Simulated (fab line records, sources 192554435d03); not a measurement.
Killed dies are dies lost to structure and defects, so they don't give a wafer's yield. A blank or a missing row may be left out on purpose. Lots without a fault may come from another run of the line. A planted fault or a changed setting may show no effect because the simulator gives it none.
A struck lot beside a sound one | flow n5_finfet | 37 steps out of a route of 1938
Sound: wafers L469.1, L469.2, L469.3. Struck: wafers L472.1, L472.4, L472.5. The cause comes at the end.
At each step with rows: each side's tool, then ch and its chambers, then its first start. Under that, the readings that differ: sound wafers | struck wafers | difference of the means | sigmas: that difference in standard deviations of wafers without a fault.
alike: readings whose means differ by less than 2 such deviations, and words and numbers that are the same on both sides. not compared: withheld readings, readings that some wafer has no value for, bounds like >300 that may hide the same value, and numbers for which the record gives no deviation and whose values overlap.
The two part at a step that has a row with sigmas, a row that says differs or no value, or rows on one side only. Numbers that don't overlap but have no deviation are shown without sigmas and don't part them. A reading that every wafer of one side lacks parts them only if that side has two wafers or more.

first, 11 steps without rows for these wafers: N5_PMOS_HMC_CHANNEL_EPI_PRECLEAN_36 (cleans in O3/DIW, time 45 s); N5_PMOS_HMC_CHANNEL_EPI_PRECLEAN_18 (cleans in DHF, time 30 s); N5_PMOS_HMC_CHANNEL_EPI_SRD_19 (time 30 s); N5_PMOS_HMC_CHANNEL_EPI_EPI_20 (deposits SiGe30, target thk 59 nm); N5_PMOS_HMC_CHANNEL_EPI_HM_STRIP_35 (strips SiO2 in dHF, material SiO2, target depth 39.6 nm, time 216 s); N5_PMOS_HMC_CHANNEL_EPI_SRD_39 (time 30 s); N5_PMOS_HMC_CHANNEL_EPI_CMP_21 (polishes SiGe30, target thk 54 nm); N5_PMOS_HMC_CHANNEL_EPI_PRECLEAN_40 (cleans in DHF, time 30 s); N5_PMOS_HMC_CHANNEL_EPI_PRECLEAN_37 (cleans in O3/DIW, time 45 s); N5_PMOS_HMC_CHANNEL_EPI_PRECLEAN_24 (cleans in DHF, time 30 s); N5_PMOS_HMC_CHANNEL_EPI_SRD_25 (time 30 s).
N5_PMOS_HMC_CHANNEL_EPI_EPI_26: deposits Si from SiH4/H2, target thk 3.8 nm, time 22.7 s.
  sound on epi_rpcvd-01 ch 0, day 3 01:50; struck on epi_rpcvd-01 ch 0, day 3 19:55
  reading                                             | sound             | struck           | difference | sigmas
  model.Si_of_PMOS_HMC_CHANNEL_EPI_EPI_26.thk_nm (nm) | 3.791 3.741 3.757 | 4.899 4.919 4.92 | +1.150     |
  alike: susceptor_temp_C, throttle_valve_pct
then, 22 steps without rows for these wafers: N5_FIN_SAQP_PRECLEAN_42 (cleans in O3/DIW, time 60 s); N5_FIN_SAQP_PRECLEAN_00 (cleans in SC1, time 60 s); N5_FIN_SAQP_PRECLEAN_44 (cleans in SC2, time 45 s); N5_FIN_SAQP_SRD_01 (time 30 s); N5_FIN_SAQP_ALD_61 (deposits SiO2, target thk 4 nm, pulse time 1 s, purge time 2 s); N5_FIN_SAQP_DENSIFY_62 (time 60 s); N5_FIN_SAQP_HM_DEP_03 (deposits SiNx from SiH4/NH3/N2, target thk 38 nm, time 33.6 s); N5_FIN_SAQP_PECVD_47 (deposits a-Si from SiH4/He, target thk 45 nm, time 36.3 s); N5_FIN_SAQP_PECVD_48 (deposits SiNx from SiH4/NH3/N2, target thk 25 nm, time 22.1 s); N5_FIN_SAQP_PECVD_06 (deposits a-Si from SiH4/He, target thk 60 nm, time 48.1 s); N5_FIN_SAQP_HM_DEP_72 (deposits SiO2 from SiH4/N2O, target thk 12 nm, time 7.2 s); N5_FIN_SAQP_COAT_49 (time 60 s, resist thk 100 nm); N5_FIN_SAQP_COAT_50 (time 60 s, resist thk 35 nm); N5_FIN_SAQP_COAT_10 (resist thk 90 nm); N5_FIN_SAQP_EBR_12; N5_FIN_SAQP_SOFTBAKE_11 (time 60 s); N5_FIN_SAQP_EXPOSE_13 (exposes mask FIN CORE, target cd 35.6 nm); N5_FIN_SAQP_PEB_14 (peb time 60 s); N5_FIN_SAQP_DEVELOP_15 (develop time 30 s); N5_FIN_SAQP_DESCUM_21 (chemistry O2, time 7.9 s); N5_FIN_SAQP_ETCH_51 (etches SiARC in CF4, target depth 45.5 nm, time 75.8 s); N5_FIN_SAQP_ETCH_52 (etches SOC in N2/H2, target depth 100 nm, overetch 20 nm, time 150 s).
N5_STI_FIN_REVEAL_CLEAN_19: cleans in O3/DIW, time 120 s.
  sound on wet_bench-06 ch 2,5,7, day 3 20:34; struck on wet_bench-06 ch 1,3,6, day 4 12:19
  reading                                             | sound       | struck      | difference | sigmas
  bath_heat_duty_pct (%)                              | 4.6 4.7 5.4 | 5.8 6.6 8.9 | +2.2       | +3
  model.Si_of_PMOS_HMC_CHANNEL_EPI_EPI_26.thk_nm (nm) | 2.4 2.4 2.4 | 3.6 3.6 3.6 | +1.2       |
-- the record jumps here: 5 days lie between the struck wafers' starts before and after (it left off in module STI_FIN_REVEAL and takes up again in module BEOL_M4, whose first step shown is number 1111 of the route) --
N5_BEOL_M4_RC_MEAS_101:
  sound on prober-01 ch 0, day 9 03:22; struck on prober-01 ch 0, day 9 21:38
  reading       | sound          | struck         | difference | sigmas
  DIBL_N (mV/V) | 39.4 37.3 38.9 | 35.4 36.2 34.2 | -3.3       | -2
  ION_N (uA/um) | 702 679 683    | 665 670 658    | -24        | -2
  alike: DIBL_P, IOFF_N, IOFF_P, ION_P, SS_N, SS_P, VT_N, VT_P
-- the record jumps here: 4 days lie between the struck wafers' starts before and after (it left off in module BEOL_M4 and takes up again in module PASSIVATION, whose first step shown is number 1936 of the route) --
N5_PASSIVATION_PROBE_49:
  sound on prober-01, day 13 02:31; struck on prober-01, day 14 06:38
  alike: defect_limited_yield, killed_at_M0_to_M3, killed_at_M4_up, killed_at_contacts, killed_at_front_end, killed_at_other, killed_dies, killed_on_rim, killed_open, killed_short, sort_bin_5_function, sort_bin_6_memory, sort_n_pass, sort_yield_pct

WHERE THEY PART
First at N5_STI_FIN_REVEAL_CLEAN_19; last, within this record, at N5_BEOL_M4_RC_MEAS_101. Later steps at which nothing parts them and some readings are alike: N5_PASSIVATION_PROBE_49.

WHY: what the simulator had put in
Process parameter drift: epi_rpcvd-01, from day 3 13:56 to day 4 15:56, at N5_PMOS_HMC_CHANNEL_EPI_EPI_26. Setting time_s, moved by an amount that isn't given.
